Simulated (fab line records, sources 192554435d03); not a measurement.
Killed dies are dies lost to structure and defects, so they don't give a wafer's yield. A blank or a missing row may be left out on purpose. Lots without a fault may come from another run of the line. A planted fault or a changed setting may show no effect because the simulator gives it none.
Split-lot experiment | flow n5_finfet | 7 lots, 21 wafers read, on a route of 1938 steps

THE SPLIT
At N5_MOL_CONTACT_COAG_COAT_63 (time 60 s, resist thk 10 nm), the setting spin_rpm was moved away from the recipe's 1500 rpm on 10 of the 21 wafers read, by -10.3% to +9.3%. The other wafers ran this setting at the recipe's value.

FROM THE SPLIT TO THE READING: what the file shows between them, 7 steps
- N5_MOL_CONTACT_COAG_COAT_64: time 60 s, resist thk 10 nm
- N5_MOL_CONTACT_COAG_COAT_34: resist thk 40 nm
- N5_MOL_CONTACT_COAG_DESCUM_45: chemistry O2, time 7 s
- N5_MOL_CONTACT_COAG_ETCH_65: etches underlayer in N2/H2, target depth 13 nm, time 10.4 s
- N5_MOL_CONTACT_COAG_ETCH_66: etches SiARC in CF4, target depth 13 nm, time 21.7 s
- N5_MOL_CONTACT_COAG_ALD_133: deposits SiO2, target thk 5 nm, pulse time 1 s, co reactant pulse time 1 s
- N5_MOL_CONTACT_COAG_ETCHBACK_134: etches SiO2 in CHF3, target depth 10 nm, time 6.7 s

THE READING
SiARC_of_MOL_CONTACT_COAG_COAT_63.thk_nm (the simulator's own value, which no gauge read), in nm, at N5_MOL_CONTACT_COAG_ETCH_67 (etches SOC in N2/H2, target depth 60 nm, overetch 21 nm, time 101.2 s). The file gives no usual value for it. The 11 wafers here that ran the recipe average 5.8 nm, standard deviation 0.17 nm.

wafer  | tool, chamber at the split | spin_rpm as run, rpm | against the recipe | SiARC_of_MOL_CONTACT_COAG_COAT_63.thk_nm, nm | against lot-mates on the recipe
L076.1 | litho_track-01, 0          | 1567                 | +4.5%              | 5.8                                          | -0.2
L076.4 | litho_track-01, 0          | 1567                 | +4.5%              | 5.6                                          | -0.4
L076.5 | litho_track-01, 0          | 1500                 | recipe             | 6                                            | -
L077.1 | litho_track-01, 0          | 1346                 | -10.3%             | 6.4                                          | +0.4
L077.2 | litho_track-01, 0          | 1500                 | recipe             | 6                                            | -
L077.4 | litho_track-01, 0          | 1346                 | -10.3%             | 6.6                                          | +0.6
L079.3 | litho_track-04, 0          | 1577                 | +5.1%              | 5.6                                          | -0.2
L079.4 | litho_track-04, 0          | 1500                 | recipe             | 5.8                                          | -
L079.5 | litho_track-04, 0          | 1577                 | +5.1%              | 5.8                                          | +0.0
L089.2 | litho_track-01, 0          | 1607                 | +7.1%              | 5.2                                          | -0.4
L089.3 | litho_track-01, 0          | 1500                 | recipe             | 5.6                                          | -
L089.6 | litho_track-01, 0          | 1500                 | recipe             | 5.6                                          | -
L090.1 | litho_track-01, 0          | 1388                 | -7.5%              | 6.4                                          | +0.7
L090.4 | litho_track-01, 0          | 1500                 | recipe             | 5.8                                          | -
L090.5 | litho_track-01, 0          | 1500                 | recipe             | 5.6                                          | -
L091.3 | litho_track-01, 0          | 1500                 | recipe             | 6                                            | -
L091.6 | litho_track-01, 0          | 1500                 | recipe             | 6                                            | -
L091.5 | litho_track-01, 0          | 1500                 | recipe             | 5.8                                          | -
L093.1 | litho_track-04, 0          | 1500                 | recipe             | 6                                            | -
L093.2 | litho_track-04, 0          | 1640                 | +9.3%              | 5.2                                          | -0.8
L093.3 | litho_track-04, 0          | 1640                 | +9.3%              | 5.4                                          | -0.6

THE FIT
A straight line over all 21 wafers: SiARC_of_MOL_CONTACT_COAG_COAT_63.thk_nm changes by -0.0608 nm for each +1% of spin_rpm; r = -0.90; the points scatter about the line by 0.17 nm.
The same after taking each lot's own level away (the mean of its wafers on the recipe; 21 wafers): -0.0603 nm for each +1%; r = -0.93; scatter 0.13 nm.
On that fit, the largest move of spin_rpm shifts the reading by 0.62 nm.
The lots' own levels span 5.60 to 6.00 nm, that is 2.4 times the standard deviation above.
So the lot-to-lot level changes the slope little: the two slopes agree.
Check: with one of the wafers moved furthest among these (-10.3%) left out of the fit, the line predicts +0.705 nm for it against its lot-mates. It came out at +0.4 nm against them.

THE WHOLE CHAIN: every reading that the file lists as answering this split, in the file's order
step                        | what it does                                                          | reading                                                                                   | change (the file's fit)                | r (the file's)
N5_MOL_CONTACT_COAG_COAT_63 | time 60 s, resist thk 10 nm                                           | SiARC_of_MOL_CONTACT_COAG_COAT_63.thk_nm (the simulator's own value, which no gauge read) | -0.0511 nm for each +1% of the setting | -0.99
N5_MOL_CONTACT_COAG_ETCH_66 | etches SiARC in CF4, target depth 13 nm, time 21.7 s                  | etch.depth_nm (the simulator's own value, which no gauge read)                            | -0.0503 nm for each +1% of the setting | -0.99
N5_MOL_CONTACT_COAG_ETCH_67 | etches SOC in N2/H2, target depth 60 nm, overetch 21 nm, time 101.2 s | SiARC_of_MOL_CONTACT_COAG_COAT_63.thk_nm (the simulator's own value, which no gauge read) | -0.0625 nm for each +1% of the setting | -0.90

THE FILE'S OWN FIT
SiARC_of_MOL_CONTACT_COAG_COAT_63.thk_nm changes by -0.0625 nm for each +1% of spin_rpm, r = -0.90.
